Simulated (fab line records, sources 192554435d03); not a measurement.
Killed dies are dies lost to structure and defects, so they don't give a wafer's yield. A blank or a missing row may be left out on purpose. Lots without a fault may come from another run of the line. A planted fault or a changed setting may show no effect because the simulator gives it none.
Which tool did it? | flow n5_finfet | 8 lots, 24 wafers sampled, at 8 steps of a route of 1938

WHAT THE GAUGES READ, wafer by wafer
N5_STI_FIN_REVEAL_FIN_H_MEAS_10. Usual: trench_depth_nm 51.8 nm, standard deviation 0.63.
lot  | measured    | on     | trench_depth_nm (nm) | flag
L465 | day 2 17:19 | ocd-01 | 51.6 51.6 51.0       |
L466 | day 2 21:33 | ocd-01 | 51.1 51.3 51.7       |
L468 | day 3 08:05 | ocd-02 | 51.9 51.4 51.6       |
L471 | day 4 01:55 | ocd-01 | 51.5 51.5 52.0       |
L472 | day 4 09:34 | ocd-01 | 51.0 50.7 50.8       |
L473 | day 4 16:03 | ocd-01 | 52.0 52.0 50.4       |
L485 | day 7 13:38 | ocd-01 | 51.7 51.7 52.2       |
L487 | day 8 01:32 | ocd-01 | 51.7 51.4 51.9       |

N5_DUMMY_GATE_INSPECT_27: inspects for defects (brightfield). Usual: raw_defect_count 313, standard deviation 73.
lot  | measured    | on                | raw_defect_count | flag
L465 | day 3 03:09 | defect_inspect-01 | 232 304 336      |
L466 | day 3 08:06 | defect_inspect-02 | 314 270 243      |
L468 | day 3 18:25 | defect_inspect-02 | 307 310 277      |
L471 | day 4 12:39 | defect_inspect-02 | 1883 1841 1713   | OFF
L472 | day 4 20:23 | defect_inspect-01 | 301 309 301      |
L473 | day 5 01:55 | defect_inspect-02 | 1748 1678 1661   | OFF
L485 | day 7 23:41 | defect_inspect-01 | 260 183 198      |
L487 | day 8 11:29 | defect_inspect-01 | 414 390 248      |

N5_SPACER0_INSPECT_04: inspects for defects (darkfield). Usual: raw_defect_count 142, standard deviation 33.
lot  | measured    | on                | raw_defect_count | flag
L465 | day 3 03:46 | defect_inspect-01 | 133 177 163      |
L466 | day 3 08:45 | defect_inspect-01 | 160 151 134      |
L468 | day 3 19:04 | defect_inspect-01 | 141 134 141      |
L471 | day 4 13:16 | defect_inspect-02 | 1592 1608 1563   | OFF
L472 | day 4 20:59 | defect_inspect-02 | 172 135 142      |
L473 | day 5 05:38 | defect_inspect-02 | 1599 1531 1517   | OFF
L485 | day 8 00:17 | defect_inspect-01 | 132 83 114       |
L487 | day 8 12:25 | defect_inspect-01 | 190 191 111      |

N5_SD_EPI_N_INSPECT_11: inspects for defects (macro). Usual: raw_defect_count 1.9, standard deviation 1.4.
lot  | measured    | on                | raw_defect_count | flag
L465 | day 3 04:13 | defect_inspect-02 | 1 0 4            |
L466 | day 3 09:12 | defect_inspect-02 | 1 1 0            |
L468 | day 3 19:25 | defect_inspect-02 | 1 3 2            |
L471 | day 4 13:35 | defect_inspect-01 | >300 >300 >300   | OFF
L472 | day 4 21:26 | defect_inspect-01 | 2 4 1            |
L473 | day 5 06:05 | defect_inspect-01 | >300 >300 >300   | OFF
L485 | day 8 00:37 | defect_inspect-02 | 3 1 3            |
L487 | day 8 12:52 | defect_inspect-02 | 2 2 0            |

N5_BEOL_M4_RC_MEAS_101. Usual: DIBL_N 35.9 mV/V, standard deviation 1.4; DIBL_P 35.9 mV/V, standard deviation 1.7; IOFF_N 0.155 nA/um, standard deviation 0.023; IOFF_P 0.201 nA/um, standard deviation 0.029; ION_N 672 uA/um, standard deviation 8.8; ION_P 460 uA/um, standard deviation 7; SS_N 71.6 mV/dec, standard deviation 0.48; SS_P 73.1 mV/dec, standard deviation 0.64; VT_N 250.0 mV, standard deviation 3; VT_P -251.6 mV, standard deviation 3.
lot  | measured     | on        | DIBL_N (mV/V)  | DIBL_P (mV/V)  | IOFF_N (nA/um)    | IOFF_P (nA/um)    | ION_N (uA/um) | ION_P (uA/um) | SS_N (mV/dec)  | SS_P (mV/dec)  | VT_N (mV)         | VT_P (mV)            | flag
L465 | day 8 02:14  | prober-02 | 34.6 38.2 37.1 | 35.1 38.6 37.4 | 0.131 0.191 0.174 | 0.195 0.252 0.229 | 667 680 672   | 460 464 459   | 71.7 72.2 71.7 | 73.3 74.6 74.0 | 250.4 245.9 247.3 | -252.1 -250.6 -249.8 |
L466 | day 8 04:57  | prober-02 | 34.9 34.1 35.3 | 33.6 33.5 35.0 | 0.130 0.120 0.145 | 0.184 0.181 0.213 | 652 660 664   | 452 455 463   | 71.9 71.0 71.7 | 72.2 72.6 72.7 | 256.1 254.3 251.9 | -249.7 -250.7 -250.3 |
L468 | day 9 02:19  | prober-02 | 36.2 37.7 35.9 | 35.5 36.6 35.5 | 0.143 0.163 0.145 | 0.188 0.202 0.190 | 669 666 674   | 458 456 462   | 71.7 72.1 71.3 | 72.4 73.5 72.6 | 251.5 251.0 250.1 | -255.1 -252.9 -252.0 |
L471 | day 9 10:04  | prober-01 | 34.1 35.3 36.0 | 35.0 36.8 37.7 | 0.128 0.150 0.161 | 0.162 0.179 0.186 | 660 674 676   | 452 457 460   | 71.6 71.1 72.0 | 72.4 73.4 73.6 | 252.3 249.7 251.4 | -254.1 -254.3 -253.0 |
L472 | day 10 00:45 | prober-02 | 33.8 35.1 34.4 | 33.6 34.5 34.1 | 0.126 0.141 0.131 | 0.147 0.155 0.148 | 669 669 665   | 453 443 448   | 70.9 71.8 70.8 | 72.7 72.7 72.1 | 251.1 251.5 252.5 | -256.9 -256.8 -256.1 |
L473 | day 10 08:11 | prober-01 | 37.8 38.1 36.6 | 38.9 38.7 35.8 | 0.193 0.199 0.166 | 0.216 0.217 0.174 | 688 687 660   | 460 466 446   | 71.6 71.6 71.7 | 74.2 74.5 72.2 | 244.7 247.1 249.3 | -251.0 -250.6 -253.7 |
L485 | day 12 22:28 | prober-02 | 39.1 38.5 37.6 | 39.8 39.4 38.0 | 0.211 0.195 0.187 | 0.260 0.250 0.231 | 682 685 686   | 462 464 469   | 72.3 72.4 71.8 | 74.4 73.7 73.0 | 243.3 248.6 243.6 | -250.6 -249.5 -249.3 |
L487 | day 13 18:04 | prober-01 | 35.9 37.2 34.9 | 35.7 35.9 34.2 | 0.155 0.157 0.132 | 0.183 0.196 0.171 | 679 670 666   | 461 454 451   | 71.4 71.7 70.5 | 72.8 73.5 73.4 | 248.4 250.7 252.3 | -253.1 -252.3 -254.2 |

WHICH TOOL RAN EACH LOT (tool, then ch and the chambers of the sampled wafers, then the start)
lot  | N5_DUMMY_GATE_TRIM_49           | N5_DUMMY_GATE_STRIP_41            | N5_SD_EPI_N_DESCUM_14
L465 | rie_si-05 ch 0,2,3, day 3 02:14 | rie_diel-03 ch 1,2,3, day 3 02:28 | rie_diel-02 ch 0,1,3, day 3 04:14
L466 | rie_si-05 ch 0,1,2, day 3 07:11 | rie_diel-01 ch 0,3, day 3 07:25   | rie_diel-05 ch 0,1,3, day 3 09:14
L468 | rie_si-05 ch 0,2,3, day 3 17:28 | rie_diel-04 ch 2,3, day 3 17:44   | rie_diel-05 ch 0,1,3, day 3 19:27
L471 | rie_si-05 ch 2,3, day 4 11:44   | rie_diel-04 ch 2,3, day 4 11:58   | rie_diel-05 ch 0,1,2, day 4 13:50
L472 | rie_si-02 ch 0,3, day 4 19:27   | rie_diel-04 ch 0,3, day 4 19:41   | rie_diel-02 ch 0,1,3, day 4 21:29
L473 | rie_si-05 ch 0,1, day 5 00:59   | rie_diel-03 ch 0,1, day 5 01:13   | rie_diel-06 ch 0,2, day 5 06:08
L485 | rie_si-06 ch 0,2,3, day 7 22:40 | rie_diel-01 ch 1,2,3, day 7 23:00 | rie_diel-02 ch 0,1,2, day 8 00:57
L487 | rie_si-02 ch 1,2, day 8 10:29   | rie_diel-01 ch 2,3, day 8 10:49   | rie_diel-02 ch 0,1, day 8 12:54
- N5_DUMMY_GATE_TRIM_49: chemistry O2, time 29 s, target cd 14 nm.
- N5_DUMMY_GATE_STRIP_41: strips in O2.
- N5_SD_EPI_N_DESCUM_14: chemistry O2, time 7.9 s.

WHAT THE TOOLS THEMSELVES READ (means of the sampled wafers that have a number; where no wafer has one, the mark that the record gives instead)
N5_DUMMY_GATE_TRIM_49. Usual: drypump_motor_current_A 5.7 A, standard deviation 0.42; oes_product_au 0.999 a.u., standard deviation 0.014; throttle_valve_pct 8.19 %, standard deviation 0.09.
lot  | tool      | drypump_motor_current_A (A) | oes_product_au (a.u.) | throttle_valve_pct (%) | flag
L465 | rie_si-05 | 5.8                         | 1.008                 | 8.23                   |
L466 | rie_si-05 | 5.9                         | 1.007                 | 8.25                   |
L468 | rie_si-05 | 5.8                         | 1.004                 | 8.22                   |
L471 | rie_si-05 | 5.7                         | 1.013                 | 8.19                   |
L472 | rie_si-02 | 6.0                         | 0.981                 | 8.02                   |
L473 | rie_si-05 | 5.8                         | 1.000                 | 8.28                   |
L485 | rie_si-06 | 5.6                         | 1.005                 | 8.21                   |
L487 | rie_si-02 | 6.0                         | 1.005                 | 8.24                   |

N5_DUMMY_GATE_STRIP_41. Usual: drypump_motor_current_A 5.9 A, standard deviation 0.61; oes_product_au 0.76 a.u., standard deviation 0.083; rf_vpp_V 3.6 V, standard deviation 0.47; showerhead_plenum_p_Torr 2.10 Torr, standard deviation 0.082; throttle_valve_pct 16.69 %, standard deviation 0.21.
lot  | tool        | drypump_motor_current_A (A) | oes_product_au (a.u.) | rf_vpp_V (V) | showerhead_plenum_p_Torr (Torr) | throttle_valve_pct (%) | flag
L465 | rie_diel-03 | 6.0                         | 0.74                  | 3.8          | 2.10                            | 16.74                  |
L466 | rie_diel-01 | 5.9                         | 0.72                  | 3.6          | 2.00                            | 16.64                  |
L468 | rie_diel-04 | 6.3                         | 0.72                  | 3.5          | 2.05                            | 16.70                  |
L471 | rie_diel-04 | 6.6                         | 0.71                  | 3.4          | 2.03                            | 16.61                  |
L472 | rie_diel-04 | 6.3                         | 0.74                  | 3.5          | 2.06                            | 16.58                  |
L473 | rie_diel-03 | 5.4                         | 0.76                  | 3.7          | 2.08                            | 16.61                  |
L485 | rie_diel-01 | 5.8                         | 0.81                  | 3.4          | 2.08                            | 16.69                  |
L487 | rie_diel-01 | 6.4                         | 0.74                  | 4.0          | 2.04                            | 16.66                  |

N5_SD_EPI_N_DESCUM_14. Usual: drypump_motor_current_A 5.8 A, standard deviation 0.46; oes_product_au 0.76 a.u., standard deviation 0.082; rf_vpp_V 243.4 V, standard deviation 1.5; showerhead_plenum_p_Torr 2.11 Torr, standard deviation 0.08; throttle_valve_pct 20.45 %, standard deviation 0.26.
lot  | tool        | drypump_motor_current_A (A) | oes_product_au (a.u.) | rf_vpp_V (V) | showerhead_plenum_p_Torr (Torr) | throttle_valve_pct (%) | flag
L465 | rie_diel-02 | 6.2                         | 0.78                  | 244.1        | 2.14                            | 20.24                  |
L466 | rie_diel-05 | 5.3                         | 0.76                  | 244.2        | 2.12                            | 20.45                  |
L468 | rie_diel-05 | 5.3                         | 0.76                  | 244.1        | 2.12                            | 20.44                  |
L471 | rie_diel-05 | 5.6                         | 0.74                  | 242.4        | 2.05                            | 20.57                  |
L472 | rie_diel-02 | 6.2                         | 0.77                  | 244.0        | 2.13                            | 20.25                  |
L473 | rie_diel-06 | 5.3                         | 0.73                  | 242.3        | 2.03                            | 20.81                  |
L485 | rie_diel-02 | 6.2                         | 0.76                  | 244.1        | 2.16                            | 20.27                  |
L487 | rie_diel-02 | 6.5                         | 0.79                  | 244.0        | 2.17                            | 20.20                  |

THE ANSWER, worked out from the rows above alone
Rule: a lot is off if the mean of its wafers that have a number lies more than 3 standard deviations from the usual mean. A lot without any number at a reading at which 4 lots or more have one is off too. The other lots that the step has rows for count as sound. The gauges are gone through in route order, then the tools' own readings, and for those a lot's mean is taken as printed above. The first step at which some lot is off is used, and at that step the reading that is off furthest; a lot without a number counts as furthest.
Off: L471, L473, at N5_DUMMY_GATE_INSPECT_27 (raw_defect_count).
A tool fits if, at a process step before that reading, it ran every lot that is off, and no sound lot after the first of them. The gauges at N5_DUMMY_GATE_INSPECT_27 aren't tried: what is off there is off at N5_SD_EPI_N_INSPECT_11 too, on other tools, and a gauge's error can't cause that. One fits: rie_si-05 at N5_DUMMY_GATE_TRIM_49. Its last sound lot is L468 (day 3 17:28), its first lot that is off L471 (day 4 11:44): a fault that began between those two fits.

WHAT THE SIMULATOR HAD PUT IN
Chamber particle source: rie_si-05, from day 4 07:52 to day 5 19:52, at N5_DUMMY_GATE_TRIM_49. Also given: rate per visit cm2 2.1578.
Lots struck among those shown: L471, L473. The rule above found the same.
